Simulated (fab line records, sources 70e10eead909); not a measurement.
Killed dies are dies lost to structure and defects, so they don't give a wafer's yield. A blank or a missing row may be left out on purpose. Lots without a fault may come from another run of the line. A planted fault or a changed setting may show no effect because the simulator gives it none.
A struck lot beside a sound one | flow nand_harc | 10 steps out of a route of 1302
Sound: wafers L431.2, L431.3, L431.5. Struck: wafers L447.1, L447.2, L447.4. The cause comes at the end.
At each step with rows: each side's tool, then ch and its chambers, then its first start. Under that, the readings that differ: sound wafers | struck wafers | difference of the means | sigmas: that difference in standard deviations of wafers without a fault.
alike: readings whose means differ by less than 2 such deviations, and words and numbers that are the same on both sides. not compared: withheld readings, readings that some wafer has no value for, bounds like >300 that may hide the same value, and numbers for which the record gives no deviation and whose values overlap.
The two part at a step that has a row with sigmas, a row that says differs or no value, or rows on one side only. Numbers that don't overlap but have no deviation are shown without sigmas and don't part them. A reading that every wafer of one side lacks parts them only if that side has two wafers or more.

first, 1 step without rows for these wafers: NHARC_A_WL_FILL_CVD_23 (deposits poly-Si, target thk 40 nm, time 800 s).
NHARC_A_WL_FILL_ETCHBACK_26: etches the open film in HBr, target depth 52 nm, time 13.3 s.
  sound on rie_si-03 ch 1,3, day 22 21:12; struck on rie_si-03 ch 1,2,3, day 29 12:06
  alike: drypump_motor_current_A, oes_product_au, throttle_valve_pct
  not compared: rf_hours_counter_h
then, 2 steps without rows for these wafers: NHARC_A_WL_FILL_PRECLEAN_30 (cleans in dHF, time 10 s); NHARC_A_WL_FILL_SRD_14.
NHARC_A_WL_FILL_ALD_19: deposits TiN, target thk 2 nm, pulse time 3 s, ald cycles 100.
  sound on ald_metal-01 ch 0,1,3, day 22 21:29; struck on ald_metal-02 ch 0,2,3, day 29 12:22
  alike: heater_power_w, precursor_pulse_height_rel
NHARC_A_WL_FILL_CVD_20: deposits W, target thk 100 nm, time 74 s.
  sound on cvd_w-02 ch 0,1; struck on cvd_w-01 ch 0,1
  alike: heater_power_w, throttle_valve_pct
NHARC_A_WL_FILL_CMP_12: polishes, t overpolish 30 s, target thk 100 nm.
  sound on cmp-04 ch 0,1,2, day 22 21:55; struck on cmp-03 ch 0,1,2, day 29 12:45
  alike: motor_current_A, overpolish_run_s, time_to_endpoint_s
then, 1 step without rows for these wafers: NHARC_A_WL_FILL_SRD_31.
NHARC_A_WL_FILL_INSPECT_15:
  sound on defect_inspect-01, day 22 22:21; struck on defect_inspect-02, day 29 13:14
  alike: raw_defect_count
NHARC_A_CONTACT_DEP_24: deposits SiO2, target thk 500 nm.
  sound on pecvd-02 ch 1,2, day 22 22:29; struck on pecvd-02 ch 0,2, day 29 13:18
  no value came back on the struck wafers for chamber_pressure_Torr (Torr), heater_power_outer_w (W), heater_power_w (W), throttle_valve_pct (%); on the sound wafers chamber_pressure_Torr (Torr) reads 6.492 6.517 6.525

WHERE THEY PART
Only at NHARC_A_CONTACT_DEP_24, within this record.

WHY: what the simulator had put in
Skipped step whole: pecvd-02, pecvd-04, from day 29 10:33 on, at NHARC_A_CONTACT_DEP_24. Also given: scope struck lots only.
